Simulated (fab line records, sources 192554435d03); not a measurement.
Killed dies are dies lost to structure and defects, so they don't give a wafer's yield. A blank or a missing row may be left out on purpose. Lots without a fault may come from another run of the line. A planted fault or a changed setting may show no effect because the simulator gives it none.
Which tool did it? | flow n5_finfet | 24 lots, 72 wafers sampled, at 2 steps of a route of 1938

WHAT THE GAUGES READ, wafer by wafer
N5_BEOL_M2_OCD_MEAS_38. Usual: trench_depth_nm 55.3 nm, standard deviation 0.86.
lot  | measured     | on     | trench_depth_nm (nm) | flag
L074 | day 6 15:44  | ocd-01 | 55.7 55.9 57.0       |
L075 | day 7 06:10  | ocd-02 | 54.3 55.9 54.3       |
L077 | day 7 09:46  | ocd-01 | 53.4 55.0 53.2       |
L076 | day 7 18:11  | ocd-02 | 55.5 54.4 54.0       |
L078 | day 7 22:05  | ocd-02 | 55.5 56.0 56.6       |
L079 | day 8 00:02  | ocd-02 | 55.0 54.9 54.5       |
L080 | day 8 02:23  | ocd-01 | 55.4 56.3 55.9       |
L081 | day 9 12:40  | ocd-01 | 54.2 54.5 54.7       |
L084 | day 9 12:41  | ocd-02 | 55.9 56.3 56.8       |
L083 | day 9 15:37  | ocd-02 | 55.7 56.9 54.7       |
L082 | day 9 16:34  | ocd-01 | 56.0 55.4 55.7       |
L085 | day 9 18:49  | ocd-01 | 55.4 53.4 55.4       |
L086 | day 10 01:27 | ocd-01 | 55.1 56.2 56.1       |
L087 | day 10 08:14 | ocd-01 | 54.4 56.4 54.7       |
L088 | day 10 10:29 | ocd-01 | 55.4 54.6 55.1       |
L089 | day 10 13:52 | ocd-01 | 54.9 55.2 56.5       |
L090 | day 11 07:00 | ocd-01 | 53.6 55.4 56.8       |
L092 | day 11 12:34 | ocd-02 | 56.6 57.3 55.1       |
L091 | day 11 16:00 | ocd-02 | 55.0 53.8 55.6       |
L093 | day 11 18:30 | ocd-01 | 55.3 56.9 53.5       |
L094 | day 11 21:17 | ocd-02 | 54.9 54.7 55.4       |
L095 | day 12 09:14 | ocd-02 | 54.4 55.7 54.9       |
L096 | day 12 12:52 | ocd-01 | 55.1 55.7 55.2       |
L097 | day 12 13:08 | ocd-01 | 56.7 56.1 54.9       |

N5_BEOL_M2_CD_MEAS_35: target cd 18 nm, target cd y 22.2 nm. Usual: cd_nm 18.03 nm, standard deviation 0.26.
lot  | measured     | on        | cd_nm (nm)        | flag
L074 | day 6 15:53  | cd_sem-02 | 18.34 18.57 18.10 |
L075 | day 7 06:19  | cd_sem-02 | 18.46 17.91 18.16 |
L077 | day 7 09:56  | cd_sem-03 | 18.23 18.22 18.17 |
L076 | day 7 18:20  | cd_sem-03 | 18.47 18.38 18.54 |
L078 | day 7 22:14  | cd_sem-03 | 17.86 18.06 17.84 |
L079 | day 8 00:11  | cd_sem-01 | 18.26 17.95 18.17 |
L080 | day 8 02:38  | cd_sem-03 | 17.83 18.13 17.60 |
L081 | day 9 12:49  | cd_sem-01 | 18.06 17.91 18.08 |
L084 | day 9 12:50  | cd_sem-01 | 17.92 17.87 17.86 |
L083 | day 9 15:47  | cd_sem-03 | 18.31 18.08 18.48 |
L082 | day 9 16:49  | cd_sem-03 | 18.00 17.52 17.92 |
L085 | day 9 18:58  | cd_sem-03 | 17.71 18.12 17.63 |
L086 | day 10 01:42 | cd_sem-01 | 18.34 18.20 17.93 |
L087 | day 10 08:23 | cd_sem-03 | 17.73 17.91 17.76 |
L088 | day 10 10:38 | cd_sem-01 | 17.94 18.28 18.38 |
L089 | day 10 14:01 | cd_sem-01 | 17.59 18.05 18.01 |
L090 | day 11 07:10 | cd_sem-02 | 18.15 18.02 17.95 |
L092 | day 11 12:44 | cd_sem-02 | 17.89 17.77 17.95 |
L091 | day 11 16:10 | cd_sem-01 | 17.78 18.16 17.85 |
L093 | day 11 18:39 | cd_sem-01 | 18.08 17.67 18.23 |
L094 | day 11 21:27 | cd_sem-02 | 17.53 18.14 18.56 |
L095 | day 12 09:23 | cd_sem-01 | 17.94 17.91 18.27 |
L096 | day 12 13:01 | cd_sem-03 | 18.31 17.62 17.68 |
L097 | day 12 13:17 | cd_sem-02 | 17.99 17.90 17.54 |

WHICH TOOL RAN EACH LOT (tool, then ch and the chambers of the sampled wafers, then the start)
The record holds no process step before these readings.

WHAT THE TOOLS THEMSELVES READ (means of the sampled wafers that have a number; where no wafer has one, the mark that the record gives instead)
The record holds no such reading with a usual standard deviation.

THE ANSWER, worked out from the rows above alone
Rule: a lot is off if the mean of its wafers that have a number lies more than 3 standard deviations from the usual mean. A lot without any number at a reading at which 4 lots or more have one is off too. The other lots that the step has rows for count as sound. The gauges are gone through in route order, then the tools' own readings, and for those a lot's mean is taken as printed above. The first step at which some lot is off is used, and at that step the reading that is off furthest; a lot without a number counts as furthest.
No lot is off at any reading shown: from this, nothing can be told.

WHAT THE SIMULATOR HAD PUT IN
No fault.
